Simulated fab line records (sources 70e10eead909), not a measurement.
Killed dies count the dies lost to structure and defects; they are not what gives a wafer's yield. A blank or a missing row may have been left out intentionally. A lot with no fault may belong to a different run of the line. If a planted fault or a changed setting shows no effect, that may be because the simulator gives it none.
Comparing a struck lot with a sound one	flow nandHarc	24 out of 1159 route steps
Sound: the wafers L496.1, L496.2, L496.3. The struck wafers were L506.1, L506.2, L506.3. At the end, the cause is stated.
Per side, at each step with rows, come the tool, then ch with its chambers, and then its first start. Under that, the readings that differ: sound wafers	struck wafers	difference of the means	sigmas: that difference in standard deviations of wafers without a fault.
alike: readings whose means differ by less than 2 such deviations, and words and numbers that are the same on both sides. not compared: withheld readings, readings that some wafer has no value for, bounds like >300 that may hide the same value, and numbers for which the record gives no deviation and whose values overlap.
The two part at a step that has a row with sigmas, a row that says differs or no value, or rows on one side only. Numbers that don't overlap but have no deviation are shown without sigmas and don't part them. A reading that every wafer of one side lacks parts them only if that side has two wafers or more.

first, 1 step without rows for these wafers: NHARC_P_M1_SRD_25.
NHARC_P_M1_INSPECT_27:
  sound on defectInspect-01, day 6 21:53; struck on defectInspect-01, day 9 06:47
  alike: rawDefectCount
NHARC_P_M1_PRE_CLEAN_32: time 12 s.
  sound on pecvd-01 ch 0,1,2, day 6 21:57; struck on pecvd-01 ch 0,1,2, day 9 06:51
  alike: heaterPowerW
NHARC_P_M1_DEP_33: deposits SiCN, target thk 30 nm.
  sound on pecvd-01 ch 0,1,2, day 6 22:02; struck on pecvd-01 ch 0,1,2, day 9 06:55
  alike: heaterPowerW
then, 7 steps without rows for these wafers: NHARC_P_M2_DEP_00 (deposits SiOC, target thk 182.5 nm); NHARC_P_M2_DEHYDRATE_01 (time 120 s); NHARC_P_M2_HMDS_02 (time 30 s); NHARC_P_M2_COAT_34 (time 65 s); NHARC_P_M2_COAT_03 (resist thk 90 nm); NHARC_P_M2_SOFTBAKE_04 (time 55 s); NHARC_P_M2_EBR_05.
NHARC_P_M2_EXPOSE_06: exposes mask P M2, target cd 170 nm.
  sound on arfiScanner-02 ch 0, day 6 23:08; struck on arfiScanner-02 ch 0, day 9 08:01
reading	sound	struck	difference	sigmas
exposureDoseMJCm2	82.1 82.1 82.0	63.3 63.4 63.2	-18.8	-31
  alike: mask
then, 2 steps without rows for these wafers: NHARC_P_M2_PEB_07 (peb time 65 s); NHARC_P_M2_DEVELOP_08 (develop time 35 s).
NHARC_P_M2_CD_MEAS_09 targets a cd of 170 nm.
  sound on cdSem-02 ch 0, day 6 23:17; struck on cdSem-02 ch 0, day 9 08:09
reading	sound	struck	difference	sigmas
cdNm (nm)	171.2 170.7 171.3	155.3 154.9 154.4	-16.2	-29
NHARC_P_M2_OVL_MEAS_10: pitch 340 nm.
  sound on overlay-01, day 6 23:22; struck on overlay-01, day 9 08:14
reading	sound	struck	difference	sigmas
overlayXNm (nm)	-1.2 -1.1 -1.1	0.8 0.5 0.2	+1.6	+2
  alike: overlayYNm
NHARC_P_M2_INSPECT_11:
  sound on defectInspect-02, day 6 23:25; struck on defectInspect-02, day 9 08:16
  alike: rawDefectCount
NHARC_P_M2_DESCUM_14: chemistry O2, time 3 s.
  sound on rieDiel-03 ch 1,2,3, day 6 23:28; struck on rieDiel-03 ch 0,1,2, day 9 08:20
reading	sound	struck	difference	sigmas
rfHoursCounterH (h)	4 3 3	6 5 6	+2	
model.P_M2.cdNm (nm)	171.5 171.4 170.9	155.1 155.1 155	-16.2	
  alike: drypumpMotorCurrentA, o2FlowSccm, oesProductAu, rfVppV, showerheadPlenumPTorr, throttleValvePct
NHARC_P_M2_ETCH_35: etches the open film in N2/H2, target depth 40 nm, overetch 12 nm, time 43.94 s.
  sound on rieDiel-03 ch 0,1,2, day 6 23:34; struck on rieDiel-03 ch 0,1,3, day 9 08:25
reading	sound	struck	difference	sigmas
rfHoursCounterH (h)	3 4 3	6 6 6	+3	
  alike: drypumpMotorCurrentA, oesProductAu, rfVppV, showerheadPlenumPTorr, throttleValvePct
NHARC_P_M2_ETCH_15: etches the open film in C4F8/Ar, target depth 182.5 nm, time 91.2 s.
  sound on rieDiel-03 ch 0,2,3; struck on rieDiel-03 ch 1,2,3
reading	sound	struck	difference	sigmas
rfHoursCounterH (h)	4 3 4	6 6 6	+2	
  alike: oesProductAu, rfVppV
NHARC_P_M2_CD_MEAS_16:
  sound on cdSem-03, day 6 23:46; struck on cdSem-02, day 9 08:38
reading	sound	struck	difference	sigmas
cdNm (nm)	171.6 171.4 170.8	155.2 155.3 155.1	-16.1	-21
NHARC_P_M2_STRIP_18: strips in N2/H2.
  sound on rieDiel-03 ch 0,2,3, day 6 23:51; struck on rieDiel-12 ch 0,1,3, day 9 08:43
reading	sound	struck	difference	sigmas
rfHoursCounterH (h)	4 4 3	26 29 26	+23	
  alike: drypumpMotorCurrentA, oesProductAu, rfVppV, showerheadPlenumPTorr, throttleValvePct
NHARC_P_M2_ETCH_28: etches the open film in CF4/N2, target depth 30 nm, time 72.99 s.
  sound on rieDiel-03 ch 1,2,3; struck on rieDiel-12 ch 1,2,3
reading	sound	struck	difference	sigmas
rfHoursCounterH (h)	4 3 4	26 27 29	+24	
model.P_M2.cdNm (nm)	170.9 171.2 170.5	154.9 155.6 155.4	-15.6	
  alike: drypumpMotorCurrentA, oesProductAu, rfVppV, showerheadPlenumPTorr, throttleValvePct
then, 1 step without rows for these wafers: NHARC_P_M2_STRIP_19 (strips in post etch residue remover, time 600 s).

## WHERE THEY PART
Last at NHARC_P_M2_CD_MEAS_16 as far as this record goes, first at NHARC_P_M2_EXPOSE_06. Later steps at which nothing parts them and some readings are alike: NHARC_P_M2_STRIP_18, NHARC_P_M2_ETCH_28.

WHY: the cause the simulator had injected
Process parameter drift: arfiScanner-02, from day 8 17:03 on, at NHARC_P_M2_EXPOSE_06. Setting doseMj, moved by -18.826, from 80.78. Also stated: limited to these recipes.
